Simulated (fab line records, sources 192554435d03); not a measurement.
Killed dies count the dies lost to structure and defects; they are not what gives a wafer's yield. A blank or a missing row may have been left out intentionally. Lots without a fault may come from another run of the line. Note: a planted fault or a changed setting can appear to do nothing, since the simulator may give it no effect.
Chamber matching / flow n5 finfet / N5_BEOL_M13_ETCH_68 on rie diel-06 has 4 sister chambers
The step etches SOC in N2/H2, time 355 s. 4 wafers are shown with their chamber, then 8 later ones without.

## EACH WAFER AND ITS CHAMBER
wafer=L092.3; chamber=1; drypump motor current A (A)=5.2
wafer=L089.2; chamber=3; drypump motor current A (A)=5.2
wafer=L089.5; chamber=2; drypump motor current A (A)=6.4
wafer=L091.1; chamber=0; drypump motor current A (A)=6.4

## WAFERS WHOSE CHAMBER IS MISSING
wafer=L091.3; drypump motor current A (A)=6.4
wafer=L091.4; drypump motor current A (A)=5.2
wafer=L097.1; drypump motor current A (A)=6.5
wafer=L097.2; drypump motor current A (A)=5.2
wafer=L097.6; drypump motor current A (A)=6.5
wafer=L095.1; drypump motor current A (A)=5.2
wafer=L095.4; drypump motor current A (A)=6.4
wafer=L095.6; drypump motor current A (A)=5.2

## THE CHAMBER EACH PASSED THROUGH
wafer=L091.3; from the rows above=can't be placed: 0 or 2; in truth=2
wafer=L091.4; from the rows above=can't be placed: 1 or 3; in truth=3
wafer=L097.1; from the rows above=can't be placed: 0 or 2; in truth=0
wafer=L097.2; from the rows above=can't be placed: 1 or 3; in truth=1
wafer=L097.6; from the rows above=can't be placed: 0 or 2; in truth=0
wafer=L095.1; from the rows above=can't be placed: 1 or 3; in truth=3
wafer=L095.4; from the rows above=can't be placed: 0 or 2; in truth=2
wafer=L095.6; from the rows above=can't be placed: 1 or 3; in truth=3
Correct placement for 0 of the 8. Not placeable from these rows: 8 (in 8, the candidates include the true chamber). Number placed wrongly: 0.
How it was worked out, from the rows above alone: a wafer's distance from a chamber is the root of the sum, over the readings, of the square of ((its reading less the chamber's mean) divided by the reading's scatter). The wafer belongs to the nearest chamber; if the next one is less than 2 further off, it can't be placed. For every chamber, the mean is computed from those of its wafers that are shown. The scatter: root of mean squared gap, hidden wafer to nearest shown wafer, with one shown wafer a chamber.
